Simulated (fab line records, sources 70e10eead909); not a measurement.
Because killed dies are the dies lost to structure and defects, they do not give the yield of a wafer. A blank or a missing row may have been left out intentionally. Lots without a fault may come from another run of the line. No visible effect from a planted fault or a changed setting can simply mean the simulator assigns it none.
Which tool did it? || flow nandHarc || 6 lots with 17 wafers sampled at 4 steps, on a route of 1302 steps

WHAT EACH GAUGE READ, for each wafer
NHARC_END_SORT_01.
{"lot": "L229", "measured": "day 28 09:12", "on": "prober-02", "killedAtOther": 1}
{"lot": "L237", "measured": "day 30 19:08", "on": "prober-01", "killedAtOther": "0 0 0"}

WHICH TOOL RAN EACH LOT (tool, then ch and the chambers of the sampled wafers, then the start)
{"lot": "L222", "NHARC_A_WL_FILL_ETCHBACK_16": "rieDiel-09 ch 1,3, day 21 08:11 or earlier", "NHARC_A_WL_FILL_CVD_20": "cvdW-02 ch 0,1, day 21 08:11 or earlier", "NHARC_A_WL_FILL_CMP_12": "cmp-01 ch 1,2,3, day 21 08:11"}
{"lot": "L229", "NHARC_A_WL_FILL_ETCHBACK_16": "rieDiel-08 ch 0,1, day 24 23:20 or earlier", "NHARC_A_WL_FILL_CVD_20": "cvdW-01 ch 0,1, day 24 23:20 or earlier", "NHARC_A_WL_FILL_CMP_12": "cmp-02 ch 0,2, day 24 23:20"}
{"lot": "L233", "NHARC_A_WL_FILL_ETCHBACK_16": "rieDiel-11 ch 0,2, day 26 10:45 or earlier", "NHARC_A_WL_FILL_CVD_20": "cvdW-01 ch 0,1, day 26 10:45 or earlier", "NHARC_A_WL_FILL_CMP_12": "cmp-03 ch 1,2, day 26 10:45"}
{"lot": "L237", "NHARC_A_WL_FILL_ETCHBACK_16": "rieDiel-11 ch 1,2,3, day 27 14:29 or earlier", "NHARC_A_WL_FILL_CVD_20": "cvdW-01 ch 1, day 27 14:29 or earlier", "NHARC_A_WL_FILL_CMP_12": "cmp-03 ch 0,2, day 27 14:29"}
{"lot": "L238", "NHARC_A_WL_FILL_ETCHBACK_16": "rieDiel-11 ch 0,1, day 28 10:47 or earlier", "NHARC_A_WL_FILL_CVD_20": "cvdW-02 ch 0,1, day 28 10:47 or earlier", "NHARC_A_WL_FILL_CMP_12": "cmp-01 ch 2,3, day 28 10:47"}
{"lot": "L242", "NHARC_A_WL_FILL_ETCHBACK_16": "rieDiel-11 ch 1,2,3, day 30 08:13 or earlier", "NHARC_A_WL_FILL_CVD_20": "cvdW-01 ch 0,1, day 30 08:13 or earlier", "NHARC_A_WL_FILL_CMP_12": "cmp-01 ch 0,2,3, day 30 08:13"}
- NHARC_A_WL_FILL_ETCHBACK_16: etches the open film in C4F8/O2/Ar, target depth 120 nm, time 24 s.
- NHARC_A_WL_FILL_CVD_20: deposits W, target thk 100 nm, time 74 s.
- NHARC_A_WL_FILL_CMP_12: polishes, t overpolish 30 s, target thk 100 nm.

THE ANSWER, worked out from the rows above alone
Rule: usual is defined by the lots themselves. Put in order of their means at a reading, lots are off if they are a third of the lots or fewer, leave a main group of 4 or more, and stand apart from it by a gap of 3 or more times the standard deviation of the main group's means; of several such gaps the widest counts. A main group whose means are all the same, to the digits that the tables above print for the reading, isn't used. A lot without any number at a reading at which 4 lots or more have one is off too. Where the step has rows for the other lots, those lots are counted as sound.
Across all readings shown, no lot is off: no conclusion can be drawn from this.

WHAT WAS PUT IN BY THE SIMULATOR
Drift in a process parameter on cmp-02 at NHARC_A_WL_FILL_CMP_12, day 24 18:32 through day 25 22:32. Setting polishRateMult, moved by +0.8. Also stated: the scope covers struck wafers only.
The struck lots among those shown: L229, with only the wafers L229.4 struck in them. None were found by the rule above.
